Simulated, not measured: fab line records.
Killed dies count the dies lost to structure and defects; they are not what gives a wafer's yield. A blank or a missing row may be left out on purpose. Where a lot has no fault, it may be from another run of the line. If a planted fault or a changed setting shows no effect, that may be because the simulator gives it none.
Matching of chambers :: flow n5Finfet :: rieDiel-06 running N5_BEOL_M2_STRIP_19: 4 sister chambers
The step strips in O2. 22 wafers are shown with their chamber, then 11 later ones without.

== WAFERS PAIRED WITH THEIR CHAMBERS ==
wafer: L078.2
chamber: 0
showerheadPlenumPTorr (Torr): 2.10
drypumpMotorCurrentA (A): 5.3
oesProductAu (a.u.): 0.75

wafer: L078.3
chamber: 2
showerheadPlenumPTorr (Torr): 2.22
drypumpMotorCurrentA (A): 5.3
oesProductAu (a.u.): 0.88

wafer: L078.6
chamber: 1
showerheadPlenumPTorr (Torr): 1.98
drypumpMotorCurrentA (A): 6.2
oesProductAu (a.u.): 0.71

wafer: L081.2
chamber: 2
showerheadPlenumPTorr (Torr): 2.22
drypumpMotorCurrentA (A): 5.3
oesProductAu (a.u.): 0.86

wafer: L081.5
chamber: 1
showerheadPlenumPTorr (Torr): 1.98
drypumpMotorCurrentA (A): 6.2
oesProductAu (a.u.): 0.71

wafer: L081.6
chamber: 2
showerheadPlenumPTorr (Torr): 2.22
drypumpMotorCurrentA (A): 5.2
oesProductAu (a.u.): 0.86

wafer: L082.1
chamber: 1
showerheadPlenumPTorr (Torr): 1.98
drypumpMotorCurrentA (A): 6.2
oesProductAu (a.u.): 0.71

wafer: L082.2
chamber: 0
showerheadPlenumPTorr (Torr): 2.09
drypumpMotorCurrentA (A): 5.3
oesProductAu (a.u.): 0.74

wafer: L082.3
chamber: 2
showerheadPlenumPTorr (Torr): 2.22
drypumpMotorCurrentA (A): 5.3
oesProductAu (a.u.): 0.86

wafer: L082.4
chamber: 0
showerheadPlenumPTorr (Torr): 2.10
drypumpMotorCurrentA (A): 5.3
oesProductAu (a.u.): 0.74

wafer: L082.5
chamber: 2
showerheadPlenumPTorr (Torr): 2.22
drypumpMotorCurrentA (A): 5.3
oesProductAu (a.u.): 0.86

wafer: L082.6
chamber: 1
showerheadPlenumPTorr (Torr): 1.98
drypumpMotorCurrentA (A): 6.1
oesProductAu (a.u.): 0.70

wafer: L086.1
chamber: 0
showerheadPlenumPTorr (Torr): 2.09
drypumpMotorCurrentA (A): 5.3
oesProductAu (a.u.): 0.73

wafer: L086.4
chamber: 2
showerheadPlenumPTorr (Torr): 2.22
drypumpMotorCurrentA (A): 5.3
oesProductAu (a.u.): 0.84

wafer: L086.6
chamber: 1
showerheadPlenumPTorr (Torr): 1.97
drypumpMotorCurrentA (A): 6.2
oesProductAu (a.u.): 0.69

wafer: L087.1
chamber: 0
showerheadPlenumPTorr (Torr): 2.09
drypumpMotorCurrentA (A): 5.3
oesProductAu (a.u.): 0.73

wafer: L087.2
chamber: 3
showerheadPlenumPTorr (Torr): 2.16
drypumpMotorCurrentA (A): 5.1
oesProductAu (a.u.): 0.92

wafer: L087.3
chamber: 2
showerheadPlenumPTorr (Torr): 2.22
drypumpMotorCurrentA (A): 5.3
oesProductAu (a.u.): 0.84

wafer: L091.1
chamber: 0
showerheadPlenumPTorr (Torr): 2.09
drypumpMotorCurrentA (A): 5.3
oesProductAu (a.u.): 0.72

wafer: L091.2
chamber: 2
showerheadPlenumPTorr (Torr): 2.21
drypumpMotorCurrentA (A): 5.3
oesProductAu (a.u.): 0.83

wafer: L091.3
chamber: 1
showerheadPlenumPTorr (Torr): 1.97
drypumpMotorCurrentA (A): 6.2
oesProductAu (a.u.): 0.69

wafer: L091.4
chamber: 1
showerheadPlenumPTorr (Torr): 1.97
drypumpMotorCurrentA (A): 6.1
oesProductAu (a.u.): 0.69

SIGNATURES, as means of the wafers listed above
reading: showerheadPlenumPTorr
chamber 0: 2.0933
chamber 1: 1.9757
chamber 2: 2.2188
chamber 3: 2.1600
scatter within a chamber: 0.00467

reading: drypumpMotorCurrentA
chamber 0: 5.300
chamber 1: 6.171
chamber 2: 5.287
chamber 3: 5.100
scatter within a chamber: 0.0358

reading: oesProductAu
chamber 0: 0.7350
chamber 1: 0.7000
chamber 2: 0.8538
chamber 3: 0.9200
scatter within a chamber: 0.0128
Rule: distance of a wafer from a chamber = root of the sum over the readings of ((wafer's reading minus chamber's mean) / reading's scatter) squared. If the next closest chamber is less than 2 further off than the closest, the wafer can't be placed; otherwise it belongs to the closest. The scatter: take each reading less its chamber's mean, square it, sum over the shown wafers, divide by the number of wafers less the number of chambers, and take the root.

== WAFERS WITHOUT THEIR CHAMBER ==
wafer: L091.5
showerheadPlenumPTorr (Torr): 2.09
drypumpMotorCurrentA (A): 5.3
oesProductAu (a.u.): 0.72

wafer: L091.6
showerheadPlenumPTorr (Torr): 2.21
drypumpMotorCurrentA (A): 5.3
oesProductAu (a.u.): 0.84

wafer: L095.2
showerheadPlenumPTorr (Torr): 2.16
drypumpMotorCurrentA (A): 5.1
oesProductAu (a.u.): 0.90

wafer: L095.4
showerheadPlenumPTorr (Torr): 2.08
drypumpMotorCurrentA (A): 5.3
oesProductAu (a.u.): 0.72

wafer: L095.5
showerheadPlenumPTorr (Torr): 2.08
drypumpMotorCurrentA (A): 5.3
oesProductAu (a.u.): 0.72

wafer: L097.2
showerheadPlenumPTorr (Torr): 2.21
drypumpMotorCurrentA (A): 5.3
oesProductAu (a.u.): 0.82

wafer: L097.3
showerheadPlenumPTorr (Torr): 1.96
drypumpMotorCurrentA (A): 6.1
oesProductAu (a.u.): 0.68

wafer: L097.5
showerheadPlenumPTorr (Torr): 1.96
drypumpMotorCurrentA (A): 6.1
oesProductAu (a.u.): 0.67

wafer: L096.3
showerheadPlenumPTorr (Torr): 2.21
drypumpMotorCurrentA (A): 5.3
oesProductAu (a.u.): 0.81

wafer: L096.4
showerheadPlenumPTorr (Torr): 2.08
drypumpMotorCurrentA (A): 5.3
oesProductAu (a.u.): 0.71

wafer: L096.6
showerheadPlenumPTorr (Torr): 2.21
drypumpMotorCurrentA (A): 5.3
oesProductAu (a.u.): 0.81

== WHICH CHAMBER EACH ONE RAN IN ==
wafer: L091.5
from the rows above: 0
in truth: 0

wafer: L091.6
from the rows above: 2
in truth: 2

wafer: L095.2
from the rows above: 3
in truth: 3

wafer: L095.4
from the rows above: 0
in truth: 0

wafer: L095.5
from the rows above: 0
in truth: 0

wafer: L097.2
from the rows above: 2
in truth: 2

wafer: L097.3
from the rows above: 1
in truth: 1

wafer: L097.5
from the rows above: 1
in truth: 1

wafer: L096.3
from the rows above: 2
in truth: 2

wafer: L096.4
from the rows above: 0
in truth: 0

wafer: L096.6
from the rows above: 2
in truth: 2
Correctly placed: 11 of 11. From these rows, 0 cannot be placed. Number placed wrongly: 0.
